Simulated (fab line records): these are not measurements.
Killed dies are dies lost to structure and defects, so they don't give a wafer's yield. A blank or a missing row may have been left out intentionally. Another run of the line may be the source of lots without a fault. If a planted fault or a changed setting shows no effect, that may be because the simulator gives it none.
2 desks looking at one fault || flow n5 finfet || what lay behind the numbers comes last; until then each desk has only its own

## AT THE TOOL OWNER'S DESK: litho track-01
The tool's own readings at N5_BEOL_M1_COAT_61 (time 60 s, resist thk 60 nm): means of the sampled wafers that have a number, for each lot that ran on this tool. The brackets show how far a lot's mean lies from the usual mean; more than 4 standard deviations puts the lot out of limits, marked OUT.
Columns: A = dispense pressure kPa at N5_BEOL_M1_COAT_61, usual 49.3 kPa; B = plate temp C at N5_BEOL_M1_COAT_61, usual 249.95 C; C = spin speed rpm at N5_BEOL_M1_COAT_61, usual 1500.1 rpm
{"lot": "L479", "first seen here": "day 6 02:25", "A": 47.1, "B": 250.00, "C": 1501.2}
{"lot": "L490", "first seen here": "day 8 22:58", "A": 47.0, "B": 249.91, "C": "1606.2 (+99 or more) OUT"}
{"lot": "L493", "first seen here": "day 9 18:27", "A": 47.0, "B": 249.82, "C": "1605.1 (+99 or more) OUT"}
{"lot": "L495", "first seen here": "day 10 02:44", "A": 47.0, "B": 249.77, "C": "1604.2 (+99 or more) OUT"}
Finding of this desk: L490, L493, L495 out of limits; the first was L490 at day 8 22:58, on spin speed rpm at N5_BEOL_M1_COAT_61. Within limits: L479.

## METROLOGY DESK
What the gauges read for every lot (on any tool): the sampled wafers with a number, averaged. The brackets show how far a lot's mean lies from the usual mean; more than 4 standard deviations puts the lot out of limits, marked OUT. 7 of its 10 readings are shown, namely those furthest out on some lot.
Columns: A = DIBL_N at N5_BEOL_M4_RC_MEAS_101, usual 36.5 mV/V; B = DIBL_P at N5_BEOL_M4_RC_MEAS_101, usual 36.6 mV/V; C = IOFF_P at N5_BEOL_M4_RC_MEAS_101, usual 0.22 nA/um; D = ION_N at N5_BEOL_M4_RC_MEAS_101, usual 671 uA/um; E = SS_P at N5_BEOL_M4_RC_MEAS_101, usual 73.3 mV/dec; F = VT_N at N5_BEOL_M4_RC_MEAS_101, usual 250 mV; G = VT_P at N5_BEOL_M4_RC_MEAS_101, usual -249.9 mV
{"lot": "L479", "first seen here": "day 9 02:01", "A": 36.1, "B": 35.4, "C": 0.18, "D": 659, "E": 73.5, "F": 252, "G": -251.5}
{"lot": "L490", "first seen here": "day 11 21:37", "A": 35.8, "B": 36.2, "C": 0.20, "D": 657, "E": 73.4, "F": 254, "G": -250.0}
{"lot": "L493", "first seen here": "day 13 01:50", "A": 38.7, "B": 39.8, "C": 0.27, "D": 687, "E": 74.5, "F": 245, "G": -246.4}
{"lot": "L495", "first seen here": "day 13 05:44", "A": 35.3, "B": 36.6, "C": 0.21, "D": 671, "E": 73.0, "F": 251, "G": -247.8}
{"lot": "L499", "first seen here": "day 14 01:06", "A": 34.7, "B": 33.9, "C": 0.19, "D": 669, "E": 72.6, "F": 253, "G": -249.1}
Finding of this desk: none of the 5 lots has anything out of limits.

## TAKEN TOGETHER
The tool owner's desk had the chance to raise an alarm at day 8 22:58 on L490, L493, L495.
From the metrology desk's view, nothing was out of limits.
The metrology desk has L490, L493, L495 on record, within its limits.
Every lot named ran N5_BEOL_M1_COAT_61 on litho track-01.

## WHAT HAD BEEN PUT IN BY THE SIMULATOR
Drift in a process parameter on litho track-01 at N5_BEOL_M1_COAT_61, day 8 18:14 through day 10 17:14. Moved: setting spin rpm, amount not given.
Lots struck among those shown: L490, L493, L495.
Time in hours from fault onset to the first out-of-limits reading at each desk: the tool owner's desk, 5.
